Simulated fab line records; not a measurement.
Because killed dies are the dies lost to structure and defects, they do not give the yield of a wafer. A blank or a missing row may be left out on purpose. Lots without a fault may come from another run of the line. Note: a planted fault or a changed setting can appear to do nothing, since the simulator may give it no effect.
Matching of chambers	flow n5_finfet	cvd_co-01 running N5_MOL_CONTACT_COAG_CO_FILL_22: 3 sister chambers
The step material Co, precursor CCTBA/H2, target thk 20 nm. 3 wafers are shown with their chamber, then 12 later ones without.

## WAFERS PAIRED WITH THEIR CHAMBERS
wafer	chamber	heater_power_w (W)
L088.1	2	199
L088.2	1	206
L088.6	0	234

## WAFERS WITHOUT THEIR CHAMBER
wafer	heater_power_w (W)
L089.1	229
L089.3	195
L089.5	198
L092.1	233
L092.3	199
L092.6	229
L093.1	224
L093.3	199
L093.5	205
L096.1	202
L096.3	202
L096.5	203

## EACH ONE'S CHAMBER
wafer	from the rows above	in truth
L089.1	0	0
L089.3	can't be placed: 2 or 1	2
L089.5	can't be placed: 2 or 1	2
L092.1	0	0
L092.3	can't be placed: 2 or 1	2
L092.6	0	0
L093.1	can't be placed: 0 or 1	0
L093.3	can't be placed: 2 or 1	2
L093.5	can't be placed: 1 or 2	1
L096.1	can't be placed: 2 or 1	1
L096.3	can't be placed: 2 or 1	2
L096.5	can't be placed: 1 or 2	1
3 of 12 placed correctly. Not placeable from these rows: 9 (in 9, the candidates include the true chamber). 0 placed wrongly.
How it was worked out, from the rows above alone: a wafer's distance from a chamber is the root of the sum, over the readings, of the square of ((its reading less the chamber's mean) divided by the reading's scatter). The wafer belongs to the nearest chamber; if the next one is less than 2 further off, it can't be placed. For every chamber, the mean is computed from those of its wafers that are shown. The scatter (one wafer shown for each chamber): square how far every hidden wafer sits from the nearest shown wafer, average those squares and take the square root.
